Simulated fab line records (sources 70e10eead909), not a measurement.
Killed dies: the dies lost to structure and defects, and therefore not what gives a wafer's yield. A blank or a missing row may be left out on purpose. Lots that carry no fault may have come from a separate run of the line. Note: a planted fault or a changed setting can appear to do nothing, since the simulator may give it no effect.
The tool behind it: which one?    flow nand harc    11 lots, 33 wafers sampled, at 5 steps of a route of 1302

WHAT THE GAUGES SHOWED, per wafer
NHARC_A_M0_CD_MEAS_16. Usual: 80.1 nm for cd nm, sd 1.
lot   measured      on         cd nm (nm)      flag
L596  day 23 19:32  cd sem-01  79.2 80.0 80.6  
L599  day 24 11:53  cd sem-03  80.2 80.2 80.9  
L597  day 24 18:27  cd sem-03  81.2 80.5 81.4  
L600  day 25 11:53  cd sem-01  79.9 79.8 80.1  
L608  day 28 14:03  cd sem-02  81.5 79.9 80.1  
L609  day 28 22:20  cd sem-02  78.9 80.9 79.8  
L611  day 29 03:14  cd sem-01  78.9 78.7 79.3  
L612  day 30 00:40  cd sem-03  78.7 78.3 78.2  
L617  day 31 15:10  cd sem-03  78.9 77.2 78.9  
L618  day 32 15:02  cd sem-01  81.6 81.4 80.7  
L619  day 32 15:37  cd sem-01  78.3 77.9 78.5  

NHARC_END_SORT_01. Usual: defect limited yield 92.0 %, standard deviation 2.6; killed at array 49, standard deviation 18; killed at other 0.8, standard deviation 1; killed at periphery 4.2, standard deviation 2.8; killed dies 54, standard deviation 18; killed open 3.0, standard deviation 1.7; killed short 2.5, standard deviation 1.6; sort_bin_2_pct 2.8 %, standard deviation 1.2; sort_bin_3_pct 0.6 %, standard deviation 0.37; sort_bin_4_pct 4.6 %, standard deviation 1.5; sort n pass 623, standard deviation 18; sort rim yield pct 92 %, standard deviation 4.2; sort yield pct 92.0 %, standard deviation 2.6.
lot   measured      on         defect limited yield (%)  killed at array  killed at other  killed at periphery  killed dies  killed open  killed short  sort_bin_2_pct (%)  sort_bin_3_pct (%)  sort_bin_4_pct (%)  sort n pass  sort rim yield pct (%)  sort yield pct (%)  flag
L608  day 30 08:20  prober-02  92.8 95.7 94.2            47 28 35         1 0 2            1 1 2                49 29 39     1 1 1        3 2 3         2.1 1.0 1.6         0.6 0.1 0           4.6 3.1 4.1         628 648 638  95 94 92                92.8 95.7 94.2      

TOOL THAT RAN EACH LOT (tool first, then ch and the chambers of the sampled wafers, then the start)
lot   NHARC_A_M0_ETCH_34                  NHARC_A_M0_ETCH_15                             NHARC_A_M0_STRIP_18
L596  rie diel-03 ch 1,2,3, day 23 19:20  rie diel-03 ch 0,1,3, day 23 19:32 or earlier  rie diel-07 ch 0,2,3, day 23 19:37
L599  rie diel-05 ch 0,1, day 24 11:40    rie diel-05 ch 1,2,3, day 24 11:53 or earlier  rie diel-07 ch 0,1, day 24 11:57
L597  rie diel-03 ch 0,1,3, day 24 18:15  rie diel-03 ch 0,1, day 24 18:27 or earlier    rie diel-05 ch 0,1,2, day 24 18:33
L600  rie diel-07 ch 0,2,3, day 25 11:41  rie diel-07 ch 0,2, day 25 11:53 or earlier    rie diel-07 ch 1,3, day 25 11:58
L608  rie diel-07 ch 0,1,2, day 28 13:50  rie diel-07 ch 1,2,3, day 28 14:03 or earlier  rie diel-03 ch 1,3, day 28 14:07
L609  rie diel-07 ch 0,1,2, day 28 22:07  rie diel-07 ch 0,1,3, day 28 22:20 or earlier  rie diel-05 ch 0,2,3, day 28 22:24
L611  rie diel-05 ch 0,1,3, day 29 03:01  rie diel-05 ch 1,2,3, day 29 03:14 or earlier  rie diel-03 ch 0,2,3, day 29 03:20
L612  rie diel-05 ch 2,3, day 30 00:28    rie diel-05 ch 0,1, day 30 00:40 or earlier    rie diel-05 ch 0,1,3, day 30 00:48
L617  rie diel-05 ch 1,2,3, day 31 14:57  rie diel-05 ch 0,1,3, day 31 15:10 or earlier  rie diel-07 ch 0,2,3, day 31 15:14
L618  rie diel-07 ch 0,2,3, day 32 14:49  rie diel-07 ch 0,1,2, day 32 15:02 or earlier  rie diel-03 ch 1,2,3, day 32 15:07
L619  rie diel-05 ch 0,2,3, day 32 15:24  rie diel-05 ch 0,2,3, day 32 15:37 or earlier  rie diel-07 ch 2,3, day 32 15:41
- NHARC_A_M0_ETCH_34: etches the open film in N2/H2, target depth 40 nm, overetch 12 nm, time 43.94 s.
- NHARC_A_M0_ETCH_15: etches the open film in C4F8/Ar, target depth 150 nm, overetch 15 nm, time 82.5 s.
- NHARC_A_M0_STRIP_18: strips in N2/H2.

AS READ BY THE TOOLS THEMSELVES (means over the sampled wafers that have a number; for cases with no such wafer, the mark the record gives instead)
NHARC_A_M0_ETCH_34. Usual: value, then standard deviation, for each; drypump motor current A 5.8 A / 0.52; n2 flow sccm 149.9 sccm / 0.5; oes product au 1.002 a.u. / 0.0094; rf vpp V 430.4 V / 1.9; run length s 65.3 s / 0.51; showerhead plenum p Torr 2.03 Torr / 0.064; throttle valve pct 14.171 % / 0.0088.
lot   tool         drypump motor current A (A)  n2 flow sccm (sccm)  oes product au (a.u.)  rf vpp V (V)  run length s (s)  showerhead plenum p Torr (Torr)  throttle valve pct (%)  flag
L596  rie diel-03  5.9                          149.2                1.008                  428.8         64.6              1.99                             14.168                  
L599  rie diel-05  5.1                          149.8                1.001                  432.2         65.4              2.09                             14.159                  
L597  rie diel-03  6.4                          150.0                1.004                  430.3         64.9              2.00                             14.170                  
L600  rie diel-07  5.9                          149.6                1.000                  430.7         65.6              2.05                             14.167                  
L608  rie diel-07  5.8                          149.9                1.002                  429.6         62.1              2.02                             14.172                  OFF
L609  rie diel-07  5.8                          149.8                1.010                  430.5         62.4              2.02                             14.170                  OFF
L611  rie diel-05  5.5                          150.7                0.998                  431.1         65.7              2.05                             14.178                  
L612  rie diel-05  6.3                          150.5                1.006                  428.7         65.5              2.00                             14.181                  
L617  rie diel-05  6.0                          150.0                0.999                  430.4         65.4              2.04                             14.167                  
L618  rie diel-07  5.9                          149.8                1.002                  431.6         65.8              2.04                             14.173                  
L619  rie diel-05  5.9                          150.2                1.003                  431.9         65.2              2.06                             14.177                  

NHARC_A_M0_ETCH_15. Usual: oes product au 0.949 a.u., standard deviation 0.024; rf vpp V 440.6 V, standard deviation 2; run length s 103.9 s, standard deviation 0.53.
lot   tool         oes product au (a.u.)  rf vpp V (V)  run length s (s)  flag
L596  rie diel-03  0.916                  440.3         103.5             
L599  rie diel-05  0.956                  440.2         104.1             
L597  rie diel-03  0.922                  440.4         104.0             
L600  rie diel-07  0.920                  440.4         104.5             
L608  rie diel-07  0.972                  440.5         103.7             
L609  rie diel-07  0.983                  439.9         103.8             
L611  rie diel-05  0.974                  440.5         104.0             
L612  rie diel-05  0.920                  443.2         104.0             
L617  rie diel-05  0.923                  442.0         104.2             
L618  rie diel-07  0.925                  439.6         104.2             
L619  rie diel-05  0.972                  441.1         103.9             

NHARC_A_M0_STRIP_18. Usual: drypump motor current A 5.9 A, standard deviation 0.51; n2 flow sccm 150.0 sccm, standard deviation 0.47; oes product au 1.000 a.u., standard deviation 0.0098; rf vpp V 90.7 V, standard deviation 0.96; showerhead plenum p Torr 2.03 Torr, standard deviation 0.061; throttle valve pct 14.172 %, standard deviation 0.0089.
lot   tool         drypump motor current A (A)  n2 flow sccm (sccm)  oes product au (a.u.)  rf vpp V (V)  showerhead plenum p Torr (Torr)  throttle valve pct (%)  flag
L596  rie diel-07  5.9                          150.3                0.998                  91.6          2.05                             14.175                  
L599  rie diel-07  5.7                          150.2                0.994                  90.9          2.01                             14.160                  
L597  rie diel-05  5.5                          150.0                0.997                  91.2          2.11                             14.175                  
L600  rie diel-07  5.7                          150.0                1.012                  90.5          1.99                             14.178                  
L608  rie diel-03  6.3                          149.8                0.997                  90.8          1.98                             14.164                  
L609  rie diel-05  5.9                          149.7                1.002                  90.4          2.06                             14.171                  
L611  rie diel-03  6.1                          150.0                0.995                  90.6          2.03                             14.173                  
L612  rie diel-05  5.5                          150.0                1.005                  91.1          2.05                             14.168                  
L617  rie diel-07  5.9                          149.9                1.008                  90.9          2.04                             14.164                  
L618  rie diel-03  5.9                          150.2                1.001                  90.2          1.98                             14.168                  
L619  rie diel-07  5.9                          149.7                1.014                  89.5          2.04                             14.178                  

THE ANSWER, worked out from the rows above alone
Rule: a lot is off if the mean of its wafers that have a number lies more than 3 standard deviations from the usual mean. A lot without any number at a reading at which 4 lots or more have one is off too. The other lots that the step has rows for count as sound. Order of review: gauges by route order, followed by the tools' own readings, for which a lot's mean as printed above is used. The first step at which some lot is off is used, and at that step the reading that is off furthest; a lot without a number counts as furthest.
Off: L608, L609 (NHARC_A_M0_ETCH_34, run length s).
If a tool, at that step or one of the process steps before it, ran each lot that is off and ran no sound lot following the first of them, it fits. No candidate that was tried fits.

WHAT THE SIMULATOR HAD PUT IN
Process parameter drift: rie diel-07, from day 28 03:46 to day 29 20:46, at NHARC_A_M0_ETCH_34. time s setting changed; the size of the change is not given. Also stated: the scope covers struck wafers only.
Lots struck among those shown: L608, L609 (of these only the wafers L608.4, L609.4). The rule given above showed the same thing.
